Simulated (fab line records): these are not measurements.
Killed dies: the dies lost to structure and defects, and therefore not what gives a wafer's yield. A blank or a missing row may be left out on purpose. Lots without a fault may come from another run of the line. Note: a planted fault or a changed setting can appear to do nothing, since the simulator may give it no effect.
What tool caused it? || flow n5Finfet || 24 lots with 72 wafers sampled at 2 steps, on a route of 1938 steps

WHAT EACH GAUGE READ, for each wafer
N5_GATE_CUT_THK_MEAS_24.
{"lot": "L074", "measured": "day 4 15:40", "on": "filmMetro-02", "GC_FILL_THK (nm)": "217.0 215.6 219.6"}
{"lot": "L075", "measured": "day 4 21:37", "on": "filmMetro-02", "GC_FILL_THK (nm)": "222.3 219.0 220.9"}
{"lot": "L076", "measured": "day 5 01:17", "on": "filmMetro-01", "GC_FILL_THK (nm)": "217.8 217.2 221.9"}
{"lot": "L077", "measured": "day 5 07:54", "on": "filmMetro-02", "GC_FILL_THK (nm)": "215.8 213.4 215.5"}
{"lot": "L078", "measured": "day 5 12:34", "on": "filmMetro-02", "GC_FILL_THK (nm)": "218.6 219.2 221.8"}
{"lot": "L079", "measured": "day 5 21:32", "on": "filmMetro-02", "GC_FILL_THK (nm)": "217.5 223.3 218.5"}
{"lot": "L080", "measured": "day 6 05:25", "on": "filmMetro-02", "GC_FILL_THK (nm)": "218.5 221.4 222.6"}
{"lot": "L081", "measured": "day 6 10:26", "on": "filmMetro-01", "GC_FILL_THK (nm)": "219.6 219.3 220.6"}
{"lot": "L082", "measured": "day 6 16:18", "on": "filmMetro-01", "GC_FILL_THK (nm)": "218.9 220.3 220.3"}
{"lot": "L083", "measured": "day 6 21:28", "on": "filmMetro-02", "GC_FILL_THK (nm)": "219.2 217.3 221.1"}
{"lot": "L084", "measured": "day 7 01:20", "on": "filmMetro-01", "GC_FILL_THK (nm)": "217.9 219.2 218.3"}
{"lot": "L085", "measured": "day 7 10:47", "on": "filmMetro-02", "GC_FILL_THK (nm)": "218.2 222.4 222.7"}
{"lot": "L086", "measured": "day 7 16:05", "on": "filmMetro-01", "GC_FILL_THK (nm)": "219.4 223.3 223.0"}
{"lot": "L087", "measured": "day 7 18:15", "on": "filmMetro-02", "GC_FILL_THK (nm)": "217.6 219.3 219.3"}
{"lot": "L088", "measured": "day 8 03:50", "on": "filmMetro-02", "GC_FILL_THK (nm)": "217.6 216.6 218.5"}
{"lot": "L089", "measured": "day 8 07:37", "on": "filmMetro-01", "GC_FILL_THK (nm)": "222.4 218.8 221.0"}
{"lot": "L090", "measured": "day 8 20:22", "on": "filmMetro-02", "GC_FILL_THK (nm)": "217.6 217.8 222.5"}
{"lot": "L091", "measured": "day 8 20:35", "on": "filmMetro-02", "GC_FILL_THK (nm)": "221.5 223.2 219.8"}
{"lot": "L092", "measured": "day 9 02:53", "on": "filmMetro-01", "GC_FILL_THK (nm)": "217.5 215.9 219.0"}
{"lot": "L093", "measured": "day 9 11:29", "on": "filmMetro-01", "GC_FILL_THK (nm)": "214.9 216.8 218.5"}
{"lot": "L094", "measured": "day 9 15:43", "on": "filmMetro-01", "GC_FILL_THK (nm)": "217.8 214.6 217.0"}
{"lot": "L095", "measured": "day 9 18:37", "on": "filmMetro-01", "GC_FILL_THK (nm)": "219.4 217.6 221.5"}
{"lot": "L096", "measured": "day 10 04:59", "on": "filmMetro-01", "GC_FILL_THK (nm)": "219.8 217.5 221.1"}
{"lot": "L097", "measured": "day 10 08:18", "on": "filmMetro-02", "GC_FILL_THK (nm)": "216.7 216.4 219.5"}

TOOL THAT RAN EACH LOT (tool first, then ch and the chambers of the sampled wafers, then the start)
{"lot": "L074", "N5_GATE_CUT_CMP_23": "cmp-03 ch 1,2,3, day 4 15:25"}
{"lot": "L075", "N5_GATE_CUT_CMP_23": "cmp-02 ch 0,1,2, day 4 21:20"}
{"lot": "L076", "N5_GATE_CUT_CMP_23": "cmp-02 ch 1,2,3, day 5 01:04"}
{"lot": "L077", "N5_GATE_CUT_CMP_23": "cmp-01 ch 0,1,2, day 5 07:37"}
{"lot": "L078", "N5_GATE_CUT_CMP_23": "cmp-01 ch 0,1,3, day 5 12:20"}
{"lot": "L079", "N5_GATE_CUT_CMP_23": "cmp-01 ch 0,2, day 5 21:14"}
{"lot": "L080", "N5_GATE_CUT_CMP_23": "cmp-02 ch 0,2, day 6 05:09"}
{"lot": "L081", "N5_GATE_CUT_CMP_23": "cmp-03 ch 0,2,3, day 6 10:10"}
{"lot": "L082", "N5_GATE_CUT_CMP_23": "cmp-03 ch 0,1,2, day 6 16:05"}
{"lot": "L083", "N5_GATE_CUT_CMP_23": "cmp-02 ch 2,3, day 6 21:13"}
{"lot": "L084", "N5_GATE_CUT_CMP_23": "cmp-01 ch 1,2,3, day 7 01:03"}
{"lot": "L085", "N5_GATE_CUT_CMP_23": "cmp-01 ch 0,1,3, day 7 10:34"}
{"lot": "L086", "N5_GATE_CUT_CMP_23": "cmp-03 ch 0,1, day 7 15:48"}
{"lot": "L087", "N5_GATE_CUT_CMP_23": "cmp-03 ch 1,2,3, day 7 17:59"}
{"lot": "L088", "N5_GATE_CUT_CMP_23": "cmp-01 ch 0,1,3, day 8 03:33"}
{"lot": "L089", "N5_GATE_CUT_CMP_23": "cmp-03 ch 1,2,3, day 8 07:19"}
{"lot": "L090", "N5_GATE_CUT_CMP_23": "cmp-03 ch 0,2,3, day 8 20:04"}
{"lot": "L091", "N5_GATE_CUT_CMP_23": "cmp-01 ch 1,3, day 8 20:17"}
{"lot": "L092", "N5_GATE_CUT_CMP_23": "cmp-01 ch 0,2,3, day 9 02:36"}
{"lot": "L093", "N5_GATE_CUT_CMP_23": "cmp-01 ch 0,1,2, day 9 11:11"}
{"lot": "L094", "N5_GATE_CUT_CMP_23": "cmp-03 ch 1,2, day 9 15:25"}
{"lot": "L095", "N5_GATE_CUT_CMP_23": "cmp-01 ch 0,1, day 9 18:19"}
{"lot": "L096", "N5_GATE_CUT_CMP_23": "cmp-03 ch 1,3, day 10 04:44"}
{"lot": "L097", "N5_GATE_CUT_CMP_23": "cmp-02 ch 0,1, day 10 08:02"}
- N5_GATE_CUT_CMP_23: polishes, stops on SiO2, t overpolish 23.4 s, target thk 16 nm.

WHAT THE TOOLS THEMSELVES READ (means of the sampled wafers that have a number; where no wafer has one, the mark that the record gives instead)
N5_GATE_CUT_CMP_23.
{"lot": "L074", "tool": "cmp-03", "motorCurrentA (A)": 9.2, "overpolishRunS (s)": 23.394, "padLifeWafers": 230, "timeToEndpointS (s)": 23.1}
{"lot": "L075", "tool": "cmp-02", "motorCurrentA (A)": 9.2, "overpolishRunS (s)": 23.390, "padLifeWafers": 985, "timeToEndpointS (s)": 21.0}
{"lot": "L076", "tool": "cmp-02", "motorCurrentA (A)": 8.7, "overpolishRunS (s)": 23.402, "padLifeWafers": 1022, "timeToEndpointS (s)": 22.9}
{"lot": "L077", "tool": "cmp-01", "motorCurrentA (A)": 9.1, "overpolishRunS (s)": 23.400, "padLifeWafers": 985, "timeToEndpointS (s)": 18.9}
{"lot": "L078", "tool": "cmp-01", "motorCurrentA (A)": 8.7, "overpolishRunS (s)": 23.401, "padLifeWafers": 1046, "timeToEndpointS (s)": 14.4}
{"lot": "L079", "tool": "cmp-01", "motorCurrentA (A)": 9.6, "overpolishRunS (s)": 23.394, "padLifeWafers": 1171, "timeToEndpointS (s)": 17.0}
{"lot": "L080", "tool": "cmp-02", "motorCurrentA (A)": 9.5, "overpolishRunS (s)": 23.385, "padLifeWafers": 1064, "timeToEndpointS (s)": 17.2}
{"lot": "L081", "tool": "cmp-03", "motorCurrentA (A)": 8.5, "overpolishRunS (s)": 23.405, "padLifeWafers": 482, "timeToEndpointS (s)": 19.4}
{"lot": "L082", "tool": "cmp-03", "motorCurrentA (A)": 8.2, "overpolishRunS (s)": 23.397, "padLifeWafers": 524, "timeToEndpointS (s)": 18.6}
{"lot": "L083", "tool": "cmp-02", "motorCurrentA (A)": 8.8, "overpolishRunS (s)": 23.402, "padLifeWafers": 1207, "timeToEndpointS (s)": 21.3}
{"lot": "L084", "tool": "cmp-01", "motorCurrentA (A)": 8.6, "overpolishRunS (s)": 23.397, "padLifeWafers": 1442, "timeToEndpointS (s)": 17.3}
{"lot": "L085", "tool": "cmp-01", "motorCurrentA (A)": 8.8, "overpolishRunS (s)": 23.406, "padLifeWafers": 1502, "timeToEndpointS (s)": 18.8}
{"lot": "L086", "tool": "cmp-03", "motorCurrentA (A)": 9.0, "overpolishRunS (s)": 23.408, "padLifeWafers": 714, "timeToEndpointS (s)": 16.7}
{"lot": "L087", "tool": "cmp-03", "motorCurrentA (A)": 8.9, "overpolishRunS (s)": 23.398, "padLifeWafers": 734, "timeToEndpointS (s)": 16.5}
{"lot": "L088", "tool": "cmp-01", "motorCurrentA (A)": 9.0, "overpolishRunS (s)": 23.398, "padLifeWafers": 1663, "timeToEndpointS (s)": 21.4}
{"lot": "L089", "tool": "cmp-03", "motorCurrentA (A)": 8.8, "overpolishRunS (s)": 23.395, "padLifeWafers": 841, "timeToEndpointS (s)": 19.9}
{"lot": "L090", "tool": "cmp-03", "motorCurrentA (A)": 8.5, "overpolishRunS (s)": 23.400, "padLifeWafers": 955, "timeToEndpointS (s)": 20.0}
{"lot": "L091", "tool": "cmp-01", "motorCurrentA (A)": 8.6, "overpolishRunS (s)": 23.391, "padLifeWafers": 1807, "timeToEndpointS (s)": 18.5}
{"lot": "L092", "tool": "cmp-01", "motorCurrentA (A)": 9.2, "overpolishRunS (s)": 23.398, "padLifeWafers": 1867, "timeToEndpointS (s)": 17.3}
{"lot": "L093", "tool": "cmp-01", "motorCurrentA (A)": 8.9, "overpolishRunS (s)": 23.399, "padLifeWafers": 1946, "timeToEndpointS (s)": 21.3}
{"lot": "L094", "tool": "cmp-03", "motorCurrentA (A)": 8.2, "overpolishRunS (s)": 23.399, "padLifeWafers": 1064, "timeToEndpointS (s)": 19.4}
{"lot": "L095", "tool": "cmp-01", "motorCurrentA (A)": 8.9, "overpolishRunS (s)": 23.387, "padLifeWafers": 2010, "timeToEndpointS (s)": 18.0}
{"lot": "L096", "tool": "cmp-03", "motorCurrentA (A)": 9.9, "overpolishRunS (s)": 23.401, "padLifeWafers": 1172, "timeToEndpointS (s)": 19.5}
{"lot": "L097", "tool": "cmp-02", "motorCurrentA (A)": 8.6, "overpolishRunS (s)": 23.393, "padLifeWafers": 1903, "timeToEndpointS (s)": 21.7}

THE ANSWER, worked out from the rows above alone
Rule: the lots themselves supply what counts as usual. Put in order of their means at a reading, lots are off if they are a third of the lots or fewer, leave a main group of 4 or more, and stand apart from it by a gap of 3 or more times the standard deviation of the main group's means; of several such gaps the widest counts. Not used: any main group whose means are identical at the precision the tables above print for the reading. A lot without any number at a reading at which 4 lots or more have one is off too. The other lots that the step has rows for count as sound. First the gauges in route order, then the tools' own readings, where a lot's mean is used as printed above. At the first step where some lot is off, the reading lying furthest off is the one used; lots without a number count as furthest.
Across all readings shown, no lot is off: no conclusion can be drawn from this.

WHAT THE SIMULATOR HAD INSERTED
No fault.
